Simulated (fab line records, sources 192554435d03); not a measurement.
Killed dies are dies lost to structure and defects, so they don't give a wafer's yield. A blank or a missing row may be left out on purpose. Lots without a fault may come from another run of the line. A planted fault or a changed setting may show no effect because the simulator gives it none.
Split-lot experiment | flow n5_finfet | 7 lots, 39 wafers read, on a route of 1938 steps

THE SPLIT
At N5_DUMMY_GATE_ALD_02 (deposits SiO2, target thk 2 nm, pulse time 1 s), the setting target_thk_a was moved away from the recipe's 20 angstrom on 15 of the 39 wafers read, by -58.4% to +59.7%. The other wafers ran this setting at the recipe's value.

The reading is taken at the split's own step.

THE READING
SiO2_of_DUMMY_GATE_ALD_02.thk_nm (the simulator's own value, which no gauge read), in nm, at N5_DUMMY_GATE_ALD_02 (deposits SiO2, target thk 2 nm, pulse time 1 s). The file gives no usual value for it.

wafer  | tool, chamber at the split | target_thk_a as run, angstrom | against the recipe | SiO2_of_DUMMY_GATE_ALD_02.thk_nm, nm | against lot-mates on the recipe
L076.1 | ald_sin-04, 3,1,2          | 20                            | recipe             | 2                                    | -
L076.3 | ald_sin-04, 3,1,2          | 20                            | recipe             | 2                                    | -
L076.4 | ald_sin-04, 3,1,2          | 20                            | recipe             | 2                                    | -
L076.2 | ald_sin-04, 0,1,0          | 24.7                          | +23.5%             | 2.4                                  | +0.4
L076.5 | ald_sin-04, 0,1,0          | 24.7                          | +23.5%             | 2.4                                  | +0.4
L076.6 | ald_sin-04, 0,1,0          | 24.7                          | +23.5%             | 2.4                                  | +0.4
L077.1 | ald_sin-01, 1,1,2          | 20                            | recipe             | 2                                    | -
L077.5 | ald_sin-01, 1,1,2          | 20                            | recipe             | 2                                    | -
L077.6 | ald_sin-01, 1,1,2          | 20                            | recipe             | 2                                    | -
L077.2 | ald_sin-01, 2,0,3          | 31.94                         | +59.7%             | 3.2                                  | +1.2
L077.3 | ald_sin-01, 2,0,3          | 31.94                         | +59.7%             | 3.2                                  | +1.2
L077.4 | ald_sin-01, 2,0,3          | 31.94                         | +59.7%             | 3.2                                  | +1.2
L079.1 | ald_sin-01, 2,3,1          | 26.08                         | +30.4%             | 2.6                                  | +0.6
L079.2 | ald_sin-01, 2,3,1          | 26.08                         | +30.4%             | 2.6                                  | +0.6
L079.5 | ald_sin-01, 2,3,1          | 26.08                         | +30.4%             | 2.6                                  | +0.6
L079.3 | ald_sin-01, 1,0,2          | 20                            | recipe             | 2                                    | -
L079.4 | ald_sin-01, 1,0,2          | 20                            | recipe             | 2                                    | -
L079.6 | ald_sin-01, 1,0,2          | 20                            | recipe             | 2                                    | -
L080.1 | ald_sin-01, 3,0,1,2,2,1    | 20                            | recipe             | 2                                    | -
L080.2 | ald_sin-01, 3,0,1,2,2,1    | 20                            | recipe             | 2                                    | -
L080.3 | ald_sin-01, 3,0,1,2,2,1    | 20                            | recipe             | 2                                    | -
L080.4 | ald_sin-01, 3,0,1,2,2,1    | 20                            | recipe             | 2                                    | -
L080.5 | ald_sin-01, 3,0,1,2,2,1    | 20                            | recipe             | 2                                    | -
L080.6 | ald_sin-01, 3,0,1,2,2,1    | 20                            | recipe             | 2                                    | -
L083.1 | ald_sin-02, 1,1,2          | 20                            | recipe             | 2                                    | -
L083.5 | ald_sin-02, 1,1,2          | 20                            | recipe             | 2                                    | -
L083.6 | ald_sin-02, 1,1,2          | 20                            | recipe             | 2                                    | -
L083.2 | ald_sin-02, 3,0,2          | 8.323                         | -58.4%             | 0.8                                  | -1.2
L083.3 | ald_sin-02, 3,0,2          | 8.323                         | -58.4%             | 0.8                                  | -1.2
L083.4 | ald_sin-02, 3,0,2          | 8.323                         | -58.4%             | 0.8                                  | -1.2
L087.1 | ald_sin-01, 0,2,2          | 20                            | recipe             | 2                                    | -
L087.3 | ald_sin-01, 0,2,2          | 20                            | recipe             | 2                                    | -
L087.6 | ald_sin-01, 0,2,2          | 20                            | recipe             | 2                                    | -
L087.2 | ald_sin-01, 1,3,1          | 9.776                         | -51.1%             | 1                                    | -1.0
L087.4 | ald_sin-01, 1,3,1          | 9.776                         | -51.1%             | 1                                    | -1.0
L087.5 | ald_sin-01, 1,3,1          | 9.776                         | -51.1%             | 1                                    | -1.0
L091.1 | ald_sin-01, 2,1,0          | 20                            | recipe             | 2                                    | -
L091.2 | ald_sin-01, 2,1,0          | 20                            | recipe             | 2                                    | -
L091.4 | ald_sin-01, 2,1,0          | 20                            | recipe             | 2                                    | -
Where a row lists several chambers, the file gives one row for several wafers and doesn't say which wafer went through which chamber.

THE FIT
A straight line over all 39 wafers: SiO2_of_DUMMY_GATE_ALD_02.thk_nm changes by +0.0199 nm for each +1% of target_thk_a; r = +1.00; the points scatter about the line by 0.022 nm.
The same after taking each lot's own level away (the mean of its wafers on the recipe; 39 wafers): +0.0199 nm for each +1%; r = +1.00; scatter 0.022 nm.
On that fit, the largest move of target_thk_a shifts the reading by 1.2 nm.
The lots' own levels span 2.00 to 2.00 nm.
So the lot-to-lot level changes the slope little: the two slopes agree.
Check: with one of the wafers moved furthest among these (+59.7%) left out of the fit, the line predicts +1.18 nm for it against its lot-mates. It came out at +1.2 nm against them.

OTHER SPLITS ON THESE WAFERS
These wafers also went through other splits before the reading. Each is held against what the fit with the lots' levels taken away leaves over:
other split on the same wafers          | wafers away from the commonest value | r with SiO2_of_DUMMY_GATE_ALD_02.thk_nm (lot level and that fit taken away)
N5_ZERO_LAYER_DEVELOP_10 develop_time_s | 18                                   | +0.19

THE FILE'S OWN FIT
SiO2_of_DUMMY_GATE_ALD_02.thk_nm changes by +0.0199 nm for each +1% of target_thk_a, r = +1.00.
